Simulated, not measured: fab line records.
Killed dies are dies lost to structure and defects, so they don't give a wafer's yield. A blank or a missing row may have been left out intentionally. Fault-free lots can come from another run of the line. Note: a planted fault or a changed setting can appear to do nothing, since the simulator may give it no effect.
Matching of chambers ; flow n5Finfet ; rieDiel-06 running N5_BEOL_M1_STRIP_36: 4 sister chambers
The step strips in N2/H2. 16 wafers are shown with their chamber, then 8 later ones without.

EACH WAFER AND ITS CHAMBER
wafer;chamber;showerheadPlenumPTorr (Torr);drypumpMotorCurrentA (A);oesProductAu (a.u.)
L076.3;3;2.43;5.9;0.79
L076.4;2;2.61;5.9;0.69
L076.5;2;2.62;5.9;0.68
L078.2;3;2.43;6.0;0.78
L078.4;0;2.39;5.5;0.69
L078.5;3;2.43;6.0;0.77
L080.2;2;2.61;5.9;0.68
L080.4;1;2.49;6.2;0.92
L080.5;3;2.43;6.0;0.79
L081.2;0;2.39;5.4;0.70
L081.3;2;2.61;5.9;0.67
L081.5;1;2.49;6.3;0.92
L084.1;0;2.38;5.5;0.68
L084.4;3;2.43;5.9;0.76
L084.6;1;2.49;6.2;0.91
L092.1;1;2.48;6.2;0.87

SIGNATURES (means of the wafers above)
reading;chamber 0;chamber 1;chamber 2;chamber 3;scatter within a chamber
showerheadPlenumPTorr;2.3867;2.4875;2.6125;2.4300;0.00425
drypumpMotorCurrentA;5.467;6.225;5.900;5.960;0.0467
oesProductAu;0.6900;0.9050;0.6800;0.7780;0.0152
Rule: for a wafer and a chamber, the distance is found by dividing, reading by reading, the gap between the wafer's reading and the chamber's mean by the reading's scatter, squaring, summing and taking the root. If the next closest chamber is less than 2 further off than the closest, the wafer can't be placed; otherwise it belongs to the closest. The scatter: the root of (the sum of the squares of (reading less its chamber's mean) over the shown wafers, divided by (wafers less chambers)).

WAFERS MISSING THEIR CHAMBER
wafer;showerheadPlenumPTorr (Torr);drypumpMotorCurrentA (A);oesProductAu (a.u.)
L092.3;2.61;5.9;0.95
L092.4;2.38;5.5;0.67
L095.1;2.48;6.2;0.86
L095.4;2.42;6.0;0.75
L095.6;2.60;5.9;0.92
L097.2;2.69;5.5;0.95
L097.5;2.41;6.0;0.74
L097.6;2.60;5.9;0.91

WHICH CHAMBER EACH WENT THROUGH
wafer;from the rows above;in truth
L092.3;2;2
L092.4;0;0
L095.1;1;1
L095.4;3;3
L095.6;2;2
L097.2;2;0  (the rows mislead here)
L097.5;3;3
L097.6;2;2
7 of 8 placed correctly. Number that these rows cannot place: 0. 1 placed wrongly.
